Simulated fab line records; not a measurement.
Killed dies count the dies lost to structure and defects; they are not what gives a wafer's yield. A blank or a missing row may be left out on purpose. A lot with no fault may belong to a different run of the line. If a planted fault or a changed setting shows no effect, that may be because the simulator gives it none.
fab line records -- flow n5-finfet
[record] lots = 11, wafers = 33, last-day = 17
route steps=1938 shown BEOL_M1@836 BEOL_M2@848 BEOL_M4@1111 PASSIVATION@1936
lots that met no fault: from a run of the same line without faults
start-h: hours from the record's first day to the start of the lot's first wafer shown -- wait-h: hours since the lot's step before -- " repeats the value in the row above -- L1.1+2: a single row standing in for several wafers -- - no value, or no start given -- * or withheld: withheld -- < > ~ a bound
route shown NAME@n: a module of which the file shows steps, and the number in the route of the first -- usual: mean/standard deviation of fault-free wafers -- same: alike in all rows -- chamber/n: place in a boat -- sites: each site's reading -- _std_site: standard deviation across them -- _edge_site: the outer-site mean with the inner-site mean subtracted -- radius-mm: how far each site lies from the wafer's centre -- mask NAME#n: copy n -- behind: the tool/chamber that last shaped the wafer -- hold: what put the lot on hold/how long, in hours/how the hold closed -- device: transistor that didn't switch, given as n, p or np -- end of line: the same wafers' tests at the end of the route -- a step without rows: its recipe alone -- killed: count of dies lost to structure and defects at first sort (not the wafer's yield) -- map: per-die view of a wafer (x killed, . not killed, _ where there is no die)
set.NAME: the run value of the setting; set.NAME@STEP: its run value at that earlier step -- model.NAME: the simulator's own value behind a step, which no gauge read
route steps across a sampled set of lots; one table per step, one row per wafer
services: the hour from which a tool's chamber was out of use, counted from the record's first day as start-h (under 0 if before that day), plus the number of hours and why
[[steps]]
[step N5_BEOL_M1_CO_CAP_55]
[recipe] material = Co, target-thk-a = 20, temp-c = 200, precursor = CCTBA/H2, pressure-torr = 30, time-s = 102.1
[usual] heater-power-w = 228/15
lot.wafer,tool,chamber,start-h,wait-h,heater-power-w
L538.1,cvd-co-01,2,142.88,0.0,225
L538.3,cvd-co-01,0,142.88,0.0,244
L538.5,cvd-co-01,1,142.88,0.0,234
L539.1,cvd-co-02,2,145.45,0.0,205
L539.4,cvd-co-02,2,145.45,0.0,202
L539.6,cvd-co-02,0,145.45,0.0,240
L540.2,cvd-co-01,1,145.72,0.0,233
L540.5,cvd-co-01,1,145.72,0.0,239
L540.6,cvd-co-01,2,145.72,0.0,223
L541.1,cvd-co-02,2,145.92,0.0,200
L541.2,cvd-co-02,1,145.92,0.0,210
L541.4,cvd-co-02,1,145.92,0.0,215
L548.1,cvd-co-02,1,197.69,0.0,221
L548.4,cvd-co-02,2,197.69,0.0,200
L548.5,cvd-co-02,0,197.69,0.0,242
L552.2,cvd-co-01,1,225.04,0.0,235
L552.3,cvd-co-01,0,225.04,0.0,243
L552.5,cvd-co-01,1,225.04,0.0,239
L553.2,cvd-co-01,0,228.58,0.0,238
L553.3,cvd-co-01,2,228.58,0.0,219
L553.4,cvd-co-01,2,228.58,0.0,221
L554.3,cvd-co-02,0,236.11,0.0,243
L554.4,cvd-co-02,2,236.11,0.0,202
L554.6,cvd-co-02,0,236.11,0.0,244
L557.2,cvd-co-01,0,250.26,0.0,242
L557.3,cvd-co-01,2,250.26,0.0,224
L557.4,cvd-co-01,0,250.26,0.0,259
L558.1,cvd-co-01,2,253.22,0.0,223
L558.4,cvd-co-01,2,253.22,0.0,226
L558.5,cvd-co-01,0,253.22,0.0,246
L559.1,cvd-co-02,0,265.41,0.0,243
L559.2,cvd-co-02,1,265.41,0.0,216
L559.6,cvd-co-02,1,265.41,0.0,220
[step N5_BEOL_M2_COAT_05]
[recipe] resist = CAR-EUV, spin-rpm = 1500, resist-thk-nm = 30
[usual] dispense-pressure-kPa = 47/3.1, spin-speed-rpm = 1500.1/0.91
lot.wafer,tool,chamber,start-h,wait-h,dispense-pressure-kPa,spin-speed-rpm
L538.1,litho-track-01,0,144.88,-,45,1499.8
L538.3,litho-track-01,0,144.88,-,44,1499.5
L538.5,litho-track-01,0,144.88,-,45,1499.9
L539.1,litho-track-01,0,146.09,-,45,1498.8
L539.4,litho-track-01,0,146.09,-,45,1501.0
L539.6,litho-track-01,0,146.09,-,45,1501.7
L540.2,litho-track-01,0,146.27,-,45,1417.7
L540.5,litho-track-01,0,146.27,-,45,1418.7
L540.6,litho-track-01,0,146.27,-,45,1417.0
L541.1,litho-track-01,0,148.41,-,45,1417.4
L541.2,litho-track-01,0,148.41,-,44,1418.4
L541.4,litho-track-01,0,148.41,-,45,1418.2
L548.1,litho-track-03,0,198.41,-,45,1500.4
L548.4,litho-track-03,0,198.41,-,45,1499.3
L548.5,litho-track-03,0,198.41,-,45,1500.5
L552.2,litho-track-01,0,225.68,-,44,1500.8
L552.3,litho-track-01,0,225.68,-,44,1500.7
L552.5,litho-track-01,0,225.68,-,44,1499.6
L553.2,litho-track-01,0,230.35,-,44,1499.9
L553.3,litho-track-01,0,230.35,-,45,1498.9
L553.4,litho-track-01,0,230.35,-,44,1499.1
L554.3,litho-track-03,0,238.31,-,45,1500.4
L554.4,litho-track-03,0,238.31,-,44,1500.6
L554.6,litho-track-03,0,238.31,-,45,1501.1
L557.2,litho-track-03,0,250.85,-,45,1500.7
L557.3,litho-track-03,0,250.85,-,44,1499.5
L557.4,litho-track-03,0,250.85,-,44,1501.5
L558.1,litho-track-01,0,253.80,-,44,1500.2
L558.4,litho-track-01,0,253.80,-,44,1500.9
L558.5,litho-track-01,0,253.80,-,44,1499.1
L559.1,litho-track-01,0,266.29,-,44,1497.6
L559.2,litho-track-01,0,266.29,-,44,1498.4
L559.6,litho-track-01,0,266.29,-,44,1499.8
[step N5_BEOL_M2_CD_MEAS_11]
[recipe] target-cd-nm = 16.79, landing-energy-ev = 500, detector = se-inlens, polarity = opening
[usual] cd-nm = 16.80/0.24
[same] landing-energy-ev = 500
lot.wafer,tool,chamber,start-h,wait-h,cd-nm
L538.1,cd-sem-03,0,145.15,-,16.90
L538.3,cd-sem-03,0,145.15,-,16.86
L538.5,cd-sem-03,0,145.15,-,16.81
L539.1,cd-sem-03,0,146.35,-,16.91
L539.4,cd-sem-03,0,146.35,-,16.75
L539.6,cd-sem-03,0,146.35,-,17.01
L540.2,cd-sem-01,0,146.53,-,16.81
L540.5,cd-sem-01,0,146.53,-,16.59
L540.6,cd-sem-01,0,146.53,-,16.66
L541.1,cd-sem-01,0,148.67,-,16.72
L541.2,cd-sem-01,0,148.67,-,16.69
L541.4,cd-sem-01,0,148.67,-,17.12
L548.1,cd-sem-03,0,198.79,-,16.75
L548.4,cd-sem-03,0,198.79,-,16.70
L548.5,cd-sem-03,0,198.79,-,16.96
L552.2,cd-sem-02,0,226.06,-,16.65
L552.3,cd-sem-02,0,226.06,-,16.80
L552.5,cd-sem-02,0,226.06,-,16.45
L553.2,cd-sem-02,0,230.61,-,16.83
L553.3,cd-sem-02,0,230.61,-,17.25
L553.4,cd-sem-02,0,230.61,-,16.94
L554.3,cd-sem-01,0,238.58,-,17.15
L554.4,cd-sem-01,0,238.58,-,16.83
L554.6,cd-sem-01,0,238.58,-,16.57
L557.2,cd-sem-02,0,251.11,-,16.91
L557.3,cd-sem-02,0,251.11,-,16.58
L557.4,cd-sem-02,0,251.11,-,16.90
L558.1,cd-sem-01,0,254.06,-,17.16
L558.4,cd-sem-01,0,254.06,-,16.90
L558.5,cd-sem-01,0,254.06,-,16.87
L559.1,cd-sem-01,0,266.73,-,17.11
L559.2,cd-sem-01,0,266.73,-,16.81
L559.6,cd-sem-01,0,266.73,-,16.97
[step N5_BEOL_M2_INSPECT_13]
[recipe] mode = adi, inspect-instrument = brightfield
[usual] raw-defect-count = 399/95
lot.wafer,tool,chamber,start-h,wait-h,raw-defect-count
L538.1,defect-inspect-02,-,145.23,0.1,348
L538.3,defect-inspect-02,-,145.23,0.1,431
L538.5,defect-inspect-02,-,145.23,0.1,333
L539.1,defect-inspect-01,-,146.44,0.1,330
L539.4,defect-inspect-01,-,146.44,0.1,438
L539.6,defect-inspect-01,-,146.44,0.1,471
L540.2,defect-inspect-01,-,146.62,0.0,680
L540.5,defect-inspect-01,-,146.62,0.0,604
L540.6,defect-inspect-01,-,146.62,0.0,612
L541.1,defect-inspect-02,-,148.76,0.1,410
L541.2,defect-inspect-02,-,148.76,0.1,506
L541.4,defect-inspect-02,-,148.76,0.1,359
L548.1,defect-inspect-02,-,198.88,0.1,395
L548.4,defect-inspect-02,-,198.88,0.1,282
L548.5,defect-inspect-02,-,198.88,0.1,310
L552.2,defect-inspect-01,-,226.15,0.0,407
L552.3,defect-inspect-01,-,226.15,0.0,347
L552.5,defect-inspect-01,-,226.15,0.0,320
L553.2,defect-inspect-01,-,230.70,0.0,301
L553.3,defect-inspect-01,-,230.70,0.0,382
L553.4,defect-inspect-01,-,230.70,0.0,336
L554.3,defect-inspect-02,-,238.66,0.0,416
L554.4,defect-inspect-02,-,238.66,0.0,411
L554.6,defect-inspect-02,-,238.66,0.0,233
L557.2,defect-inspect-01,-,251.19,0.0,274
L557.3,defect-inspect-01,-,251.19,0.0,439
L557.4,defect-inspect-01,-,251.19,0.0,355
L558.1,defect-inspect-01,-,254.15,0.1,249
L558.4,defect-inspect-01,-,254.15,0.1,475
L558.5,defect-inspect-01,-,254.15,0.1,460
L559.1,defect-inspect-02,-,266.82,0.1,357
L559.2,defect-inspect-02,-,266.82,0.1,337
L559.6,defect-inspect-02,-,266.82,0.1,395
[step N5_BEOL_M4_RC_MEAS_101]
[usual] DIBL_N = 36.3/1.7, DIBL_P = 36.5/1.8, IOFF_N = 0.16/0.033, IOFF_P = 0.21/0.037, ION_N = 675/11, ION_P = 462/7.9, SS_N = 71.6/0.64, SS_P = 73.3/0.68, VT_N = 249/3.3, VT_P = -250/3.3
lot.wafer,tool,chamber,start-h,wait-h,DIBL_N[mV/V],DIBL_P[mV/V],IOFF_N[nA/um],IOFF_P[nA/um],ION_N[uA/um],ION_P[uA/um],SS_N[mV/dec],SS_P[mV/dec],VT_N[mV],VT_P[mV]
L539.1,prober-01,0,175.39,0.0,37.0,37.9,0.16,0.23,674,464,71.5,73.7,249,-251
L539.4,prober-01,0,175.39,0.0,35.9,36.4,0.14,0.22,669,461,71.1,73.5,251,-250
L539.6,prober-01,0,175.39,0.0,36.4,36.4,0.14,0.21,675,471,71.3,73.1,251,-250
L538.1,prober-02,0,179.55,0.0,33.6,34.1,0.14,0.21,673,467,71.1,73.2,248,-248
L538.3,prober-02,0,179.55,0.0,36.4,37.0,0.18,0.25,679,468,72.3,73.4,250,-249
L538.5,prober-02,0,179.55,0.0,35.8,36.4,0.17,0.24,676,467,71.8,73.1,249,-246
L540.2,prober-01,0,181.49,0.2,35.7,36.1,0.15,0.18,682,467,71.0,73.3,251,-251
L540.5,prober-01,0,181.49,0.2,33.6,33.4,0.11,0.14,681,462,71.0,72.8,255,-257
L540.6,prober-01,0,181.49,0.2,36.1,36.5,0.14,0.18,677,463,71.5,73.3,253,-253
L541.1,prober-01,0,182.71,0.0,36.4,35.8,0.15,0.22,672,463,72.0,72.9,249,-248
L541.2,prober-01,0,182.71,0.0,38.2,38.6,0.19,0.26,682,470,71.9,74.6,245,-246
L541.4,prober-01,0,182.71,0.0,37.6,37.2,0.16,0.24,671,466,72.3,74.0,250,-245
L548.1,prober-01,0,225.25,0.0,35.8,36.3,0.16,0.20,684,464,71.3,72.9,249,-251
L548.4,prober-01,0,225.25,0.0,35.6,34.7,0.15,0.17,666,450,71.1,72.7,249,-253
L548.5,prober-01,0,225.25,0.0,34.2,33.9,0.13,0.17,657,448,71.1,72.1,251,-253
L552.2,prober-02,0,256.66,0.2,37.0,36.3,0.17,0.24,677,463,71.6,73.4,249,-248
L552.3,prober-02,0,256.66,0.2,38.1,37.1,0.19,0.24,675,462,72.2,73.7,248,-246
L552.5,prober-02,0,256.66,0.2,39.1,38.9,0.21,0.27,686,465,72.7,73.8,248,-248
L553.2,prober-02,0,258.71,0.2,38.3,38.1,0.17,0.20,681,455,72.2,74.4,250,-254
L553.3,prober-02,0,258.71,0.2,37.4,36.6,0.15,0.19,660,457,72.0,73.6,252,-255
L553.4,prober-02,0,258.71,0.2,39.3,38.4,0.17,0.20,661,450,73.0,73.8,251,-253
L554.3,prober-02,0,264.16,0.3,37.3,35.4,0.16,0.22,675,466,71.4,72.8,247,-246
L554.4,prober-02,0,264.16,0.3,35.6,34.2,0.15,0.22,703,481,71.4,72.5,246,-244
L554.6,prober-02,0,264.16,0.3,35.4,34.3,0.14,0.21,677,469,71.2,72.8,249,-245
L557.2,prober-02,0,288.09,0.2,33.4,33.1,0.13,0.17,682,465,71.4,72.7,251,-254
L557.3,prober-02,0,288.09,0.2,35.3,34.8,0.16,0.19,677,462,71.3,73.6,247,-251
L557.4,prober-02,0,288.09,0.2,34.3,33.9,0.14,0.18,672,459,71.9,73.2,250,-252
L558.1,prober-02,0,291.64,0.0,40.0,40.9,0.28,0.27,717,475,72.9,74.6,241,-250
L558.4,prober-02,0,291.64,0.0,38.2,38.7,0.23,0.24,695,461,73.1,74.5,242,-249
L558.5,prober-02,0,291.64,0.0,37.6,37.9,0.21,0.22,687,459,71.7,73.4,245,-251
L559.1,prober-02,0,298.18,0.0,36.2,35.1,0.14,0.17,662,447,71.2,73.8,253,-251
L559.2,prober-02,0,298.18,0.0,37.3,36.3,0.16,0.18,677,458,72.1,73.9,249,-254
L559.6,prober-02,0,298.18,0.0,37.5,37.0,0.16,0.20,673,458,71.5,74.2,247,-253
[step N5_PASSIVATION_PROBE_49]
[usual] defect-limited-yield = 91.3/1.5, killed_at_M0_to_M3 = 34/9.4, killed_at_M4_up = 13/5.3, killed-at-contacts = 13/5.7, killed-at-front-end = 40/10, killed-at-other = 3.7/2.8, killed-dies = 103/17, killed-on-rim = 13/4.2, killed-open = 67/13, killed-short = 35/8.5, sort_bin_4_leakage = 0.00/0.016, sort_bin_5_function = 5.0/0.98, sort_bin_6_memory = 3.3/0.7, sort-n-pass = 1077/17, sort-yield-pct = 91.3/1.5
[same] gross-dies = 1180, killed-at-back-side = 0, sort_bin_8_speed[%] = 0
lot.wafer,tool,chamber,start-h,wait-h,defect-limited-yield[%],killed_at_M0_to_M3,killed_at_M4_up,killed-at-contacts,killed-at-front-end,killed-at-other,killed-dies,killed-on-rim,killed-open,killed-short,sort_bin_4_leakage[%],sort_bin_5_function[%],sort_bin_6_memory[%],sort-n-pass,sort-yield-pct[%]
L538.1,prober-01,-,273.48,0.0,88.8,50,12,25,34,11,132,22,95,35,0,6.7,4.0,1048,88.8
L538.3,prober-01,-,273.58,0.1,90.9,43,7,20,34,3,107,15,77,29,0,5.3,3.4,1073,90.9
L538.5,prober-01,-,273.68,0.2,89.7,41,13,14,46,8,122,14,91,31,0,6.4,3.6,1058,89.7
L541.1,prober-02,-,289.91,0.0,91.3,40,9,7,38,9,103,13,67,35,0,5.1,3.4,1077,91.3
L541.2,prober-02,-,289.96,0.1,90.0,31,14,15,51,7,118,17,69,47,0,6.0,3.1,1062,90.0
L541.4,prober-02,-,290.06,0.2,92.2,23,14,8,40,7,92,9,61,31,0,3.7,3.7,1088,92.2
L548.1,prober-02,-,331.64,0.0,90.8,43,23,7,34,2,109,13,81,28,0,5.0,4.2,1071,90.8
L548.4,prober-02,-,331.79,0.2,91.1,27,30,9,34,5,105,17,70,34,0,6.1,2.6,1075,91.1
L548.5,prober-02,-,331.84,0.2,90.3,30,14,17,51,3,115,16,68,47,0,6.0,3.3,1065,90.3
L554.3,prober-02,-,365.44,0.1,91.2,42,21,1,35,5,104,14,82,22,0,4.9,3.9,1076,91.2
L554.4,prober-02,-,365.49,0.2,92.2,26,14,17,34,1,92,11,62,30,0,4.4,3.0,1088,92.2
L554.6,prober-02,-,365.59,0.3,93.9,39,5,5,19,4,72,6,54,17,0,3.8,1.9,1108,93.9
L553.2,prober-02,-,370.13,0.2,89.7,28,17,12,57,7,121,10,76,35,0,5.1,4.2,1059,89.7
L553.3,prober-02,-,370.18,0.3,92.0,42,13,2,32,5,94,13,70,24,0,4.6,3.0,1086,92.0
L553.4,prober-02,-,370.23,0.3,93.5,31,10,3,31,2,77,15,48,27,0,3.9,2.3,1103,93.5
// killed by level:class
L538.1 MOL_CONTACT_COAG:geometric-particle:open=19 BEOL_M1:geometric-particle:open=16 FIN_SAQP:geometric-particle:open=12 BEOL_M3:geometric-particle:open=10 BEOL_M0_SAQP:geometric-particle:open=9 MOL_CONTACT_COAG:geometric-particle:short=6 BEOL_M0_SAQP:geometric-particle:short=6 BEOL_M2:geometric-particle:open=6
L538.3 MOL_CONTACT_COAG:geometric-particle:open=15 BEOL_M0_SAQP:geometric-particle:open=11 BEOL_M2:geometric-particle:open=11 BEOL_M1:geometric-particle:open=7 FIN_SAQP:geometric-particle:open=6 DUMMY_GATE:geometric-particle:open=5 MOL_CONTACT_COAG:geometric-particle:short=5 BEOL_M3:geometric-particle:open=5
L538.5 STI_FIN_REVEAL:geometric-particle:open=19 MOL_CONTACT_COAG:geometric-particle:open=10 FIN_SAQP:geometric-particle:open=9 BEOL_M0_SAQP:geometric-particle:open=9 BEOL_M2:geometric-particle:open=9 BEOL_M1:geometric-particle:open=8 BEOL_M0_SAQP:geometric-particle:short=5 BEOL_M4:geometric-particle:open=5
L541.1 FIN_SAQP:geometric-particle:open=16 BEOL_M0_SAQP:geometric-particle:open=10 BEOL_M2:geometric-particle:open=9 FIN_SAQP:geometric-particle:short=7 BEOL_M2:geometric-particle:short=7 BEOL_M1:geometric-particle:open=6 MOL_CONTACT_COAG:geometric-particle:open=5 BEOL_M0_SAQP:geometric-particle:short=5
L541.2 FIN_SAQP:geometric-particle:open=12 BEOL_M0_SAQP:geometric-particle:open=12 FIN_SAQP:geometric-particle:short=11 BEOL_M0_SAQP:geometric-particle:short=11 MOL_CONTACT_COAG:geometric-particle:open=10 BEOL_M4:geometric-particle:open=9 STI_FIN_REVEAL:geometric-particle:open=7 MOL_CONTACT_COAG:geometric-particle:short=5
L541.4 FIN_SAQP:geometric-particle:open=15 BEOL_M0_SAQP:geometric-particle:open=10 MOL_CONTACT_COAG:geometric-particle:open=8 BEOL_M0_SAQP:geometric-particle:short=6 BEOL_M4:geometric-particle:open=5 FIN_SAQP:geometric-particle:short=4 BEOL_M5:geometric-particle:open=4 STI_FIN_REVEAL:geometric-particle:open=4
L548.1 DUMMY_GATE:geometric-particle:open=11 BEOL_M2:geometric-particle:open=11 BEOL_M0_SAQP:geometric-particle:short=10 STI_FIN_REVEAL:geometric-particle:open=9 BEOL_M0_SAQP:geometric-particle:open=6 MOL_CONTACT_COAG:geometric-particle:open=6 BEOL_M4:geometric-particle:open=6 FIN_SAQP:geometric-particle:short=5
L548.4 BEOL_M4:geometric-particle:open=18 BEOL_M2:geometric-particle:open=8 MOL_CONTACT_COAG:geometric-particle:open=7 BEOL_M0_SAQP:geometric-particle:short=7 FIN_SAQP:geometric-particle:short=6 DUMMY_GATE:geometric-particle:open=6 BEOL_M0_SAQP:geometric-particle:open=6 FIN_SAQP:geometric-particle:open=3
L548.5 MOL_CONTACT_COAG:geometric-particle:open=13 FIN_SAQP:geometric-particle:short=12 FIN_SAQP:geometric-particle:open=10 BEOL_M4:geometric-particle:open=7 BEOL_M0_SAQP:geometric-particle:short=6 BEOL_M0_SAQP:geometric-particle:open=6 BEOL_M2:geometric-particle:open=6 STARTING-WAFER:geometric-particle:short=6
L554.3 BEOL_M3:geometric-particle:open=17 BEOL_M4:geometric-particle:open=14 STI_FIN_REVEAL:geometric-particle:open=12 BEOL_M2:geometric-particle:open=6 FIN_SAQP:geometric-particle:open=5 DUMMY_GATE:geometric-particle:open=5 BEOL_M0_SAQP:geometric-particle:short=5 BEOL_M1:geometric-particle:open=5
L554.4 MOL_CONTACT_COAG:geometric-particle:open=12 BEOL_M3:geometric-particle:open=9 STI_FIN_REVEAL:geometric-particle:open=7 BEOL_M0_SAQP:geometric-particle:short=7 GATE_CUT:geometric-particle:short=6 BEOL_M4:geometric-particle:open=6 FIN_SAQP:geometric-particle:open=5 MOL_CONTACT_COAG:geometric-particle:short=5
L554.6 BEOL_M3:geometric-particle:open=12 BEOL_M2:geometric-particle:open=7 MOL_CONTACT_COAG:geometric-particle:open=5 STI_FIN_REVEAL:geometric-particle:open=4 BEOL_M0_SAQP:geometric-particle:open=4 BEOL_M0:geometric-particle:open=4 BEOL_M1:geometric-particle:open=4 GATE_CUT:geometric-particle:short=3
L553.2 FIN_SAQP:geometric-particle:open=15 MOL_CONTACT_COAG:geometric-particle:open=9 BEOL_M2:geometric-particle:open=9 HKMG_FIN:area-etch=9 DUMMY_GATE:geometric-particle:open=8 BEOL_M0_SAQP:geometric-particle:short=7 BEOL_M4:geometric-particle:open=7 STI_FIN_REVEAL:geometric-particle:open=5
L553.3 BEOL_M4:geometric-particle:open=10 FIN_SAQP:geometric-particle:open=9 DUMMY_GATE:geometric-particle:open=9 BEOL_M0_SAQP:geometric-particle:short=9 BEOL_M1:geometric-particle:open=7 BEOL_M3:geometric-particle:open=7 BEOL_M0_SAQP:geometric-particle:open=6 BEOL_M2:geometric-particle:open=6
L553.4 FIN_SAQP:geometric-particle:open=10 BEOL_M0_SAQP:geometric-particle:short=9 DUMMY_GATE:geometric-particle:open=7 BEOL_M0_SAQP:geometric-particle:open=7 BEOL_M3:geometric-particle:open=7 BEOL_M4:geometric-particle:open=7 FIN_SAQP:geometric-particle:short=3 DUMMY_GATE:geometric-particle:short=3
[[services]]
tool,chamber,start-h,hours,kind
cvd-co-01,-,169.85,0.7,repair
cvd-co-02,-,170.89,1.5,repair
cvd-co-02,-,219.85,1.3,repair
litho-track-03,-,220.75,-,consumable-replace:filter
cvd-co-01,1,239.62,15.0,repair
[[key]]
[first-sign] step = N5_BEOL_M2_COAT_05, reading = spin-speed-rpm, direction = down, sigmas = 90, usual = *, struck = *
effect none on later readings
met-at N5_BEOL_M2_COAT_05
struck-lots L540,L541
not-acting-at N5_BEOL_M1_CO_CAP_55,N5_BEOL_M2_CD_MEAS_11,N5_BEOL_M2_INSPECT_13
onset-between 146.09 146.27
[fault] kind = process-parameter-drift, tool = litho-track-01, chamber = -, onset-h = 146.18, steps = N5_BEOL_M2_COAT_05, channel = spin-rpm, offset = *, shape = step, end-h = 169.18, acts-in = *, stated = *
